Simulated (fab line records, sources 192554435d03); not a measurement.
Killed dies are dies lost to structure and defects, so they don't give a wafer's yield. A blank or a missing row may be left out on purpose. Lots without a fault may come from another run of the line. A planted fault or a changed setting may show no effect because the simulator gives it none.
Tool commonality check | flow n5_finfet | 9 lots, 24 wafers sampled

WHY IT WAS OPENED
At N5_BEOL_M3_OVL_MEAS_29 the reading V2_OVL is flagged on 4 of 9 lots. Wafers without a fault read -0.3 nm, standard deviation 0.76.
Rule: a lot is flagged when every wafer of it that has a number lies more than 4 standard deviations from that mean, or none has a number. The other lots count as sound.

lot  | measured     | on         | V2_OVL (nm), wafer by wafer | flag
L839 | day 10 17:26 | overlay-02 | -1.4 -1.4 -0.7              |
L842 | day 11 01:53 | overlay-02 | 0.7 0.3 -0.5                |
L841 | day 11 04:43 | overlay-02 | 1.0 0.5 -0.1                |
L843 | day 11 04:55 | overlay-02 | 8.2 10.1                    | FLAGGED
L845 | day 11 18:41 | overlay-02 | 9.6 8.9                     | FLAGGED
L844 | day 11 22:53 | overlay-01 | 10.0 10.3                   | FLAGGED
L847 | day 12 05:22 | overlay-01 | 9.6 10.4 10.3               | FLAGGED
L849 | day 12 21:02 | overlay-02 | 0.3 -1.2 0.6                |
L850 | day 13 17:29 | overlay-02 | -0.4 0.2 -0.1               |
The numbers of the flagged lots are 9.7 nm on average: +10.0 nm against the usual, or +13 standard deviations.

WHICH TOOL RAN EACH LOT
The record holds 3 process steps before the reading, out of a route of 1938 steps. In each cell: the tool, then ch and the chambers that the sampled wafers went through, then the start.
lot  | flag    | N5_BEOL_M3_ETCH_74                 | N5_BEOL_M3_STRIP_66                | N5_BEOL_M3_EXPOSE_25
L839 |         | rie_diel-05 ch 0,1, day 10 16:27   | rie_diel-05 ch 0,1, day 10 16:37   | euv_scanner-02 ch 0, day 10 17:15
L842 |         | rie_diel-05 ch 0,1,3, day 11 00:47 | rie_diel-05 ch 0,1,3, day 11 00:57 | euv_scanner-02 ch 0, day 11 01:42
L841 |         | rie_diel-02 ch 2,3, day 11 03:52   | rie_diel-02 ch 2,3, day 11 04:08   | euv_scanner-02 ch 0, day 11 04:32
L843 | FLAGGED | rie_diel-05 ch 1,3, day 11 04:10   | rie_diel-05 ch 1,3, day 11 04:20   | euv_scanner-02 ch 0, day 11 04:44
L845 | FLAGGED | rie_diel-05 ch 2,3, day 11 17:56   | rie_diel-05 ch 2,3, day 11 18:07   | euv_scanner-02 ch 0, day 11 18:31
L844 | FLAGGED | rie_diel-02 ch 1,3, day 11 22:07   | rie_diel-02 ch 1,3, day 11 22:17   | euv_scanner-02 ch 0, day 11 22:43
L847 | FLAGGED | rie_diel-02 ch 0,1,2, day 12 04:27 | rie_diel-02 ch 0,1,2, day 12 04:37 | euv_scanner-02 ch 0, day 12 05:11
L849 |         | rie_diel-05 ch 1,2,3, day 12 20:10 | rie_diel-05 ch 1,2,3, day 12 20:20 | euv_scanner-01 ch 0, day 12 20:52
L850 |         | rie_diel-05 ch 0,1,2, day 13 16:44 | rie_diel-05 ch 0,1,2, day 13 16:55 | euv_scanner-01 ch 0, day 13 17:18
What these steps do:
- N5_BEOL_M3_ETCH_74: etches underlayer in N2/H2, target depth 6.5 nm, time 5.2 s.
- N5_BEOL_M3_STRIP_66: strips in CF4.
- N5_BEOL_M3_EXPOSE_25: exposes mask V2, defocus 5 nm.
- N5_BEOL_M3_OVL_MEAS_29

FLAGGED OVER TOTAL, TOOL BY TOOL (the gauges that took the reading come last)
step                   | tool           | lots run | flagged | share of the flagged lots | sound lots run after its first flagged lot
N5_BEOL_M3_ETCH_74     | rie_diel-02    | 3        | 2       | some                      | 0
N5_BEOL_M3_ETCH_74     | rie_diel-05    | 6        | 2       | some                      | 2 (L849,L850)
N5_BEOL_M3_STRIP_66    | rie_diel-02    | 3        | 2       | some                      | 0
N5_BEOL_M3_STRIP_66    | rie_diel-05    | 6        | 2       | some                      | 2 (L849,L850)
N5_BEOL_M3_EXPOSE_25   | euv_scanner-01 | 2        | 0       | none                      | -
N5_BEOL_M3_EXPOSE_25   | euv_scanner-02 | 7        | 4       | all                       | 0
N5_BEOL_M3_OVL_MEAS_29 | overlay-01     | 2        | 2       | some                      | 0
N5_BEOL_M3_OVL_MEAS_29 | overlay-02     | 7        | 2       | some                      | 2 (L849,L850)

WHAT THE TABLE ALLOWS
1 row of the table ran every flagged lot: euv_scanner-02 at N5_BEOL_M3_EXPOSE_25.
- euv_scanner-02 at N5_BEOL_M3_EXPOSE_25: 4 of its 7 lots flagged. Its last sound lot is L841 (day 11 04:32), its first flagged lot L843 (day 11 04:44): a fault that began between those two fits.
One tool is left: euv_scanner-02 at N5_BEOL_M3_EXPOSE_25.

WHAT THE SIMULATOR HAD PUT IN
Scanner matching overlay: euv_scanner-02, from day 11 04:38 on, at N5_BEOL_M3_EXPOSE_25. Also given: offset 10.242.
Lots struck among those shown: L843, L845, L844, L847. The rule above found the same.
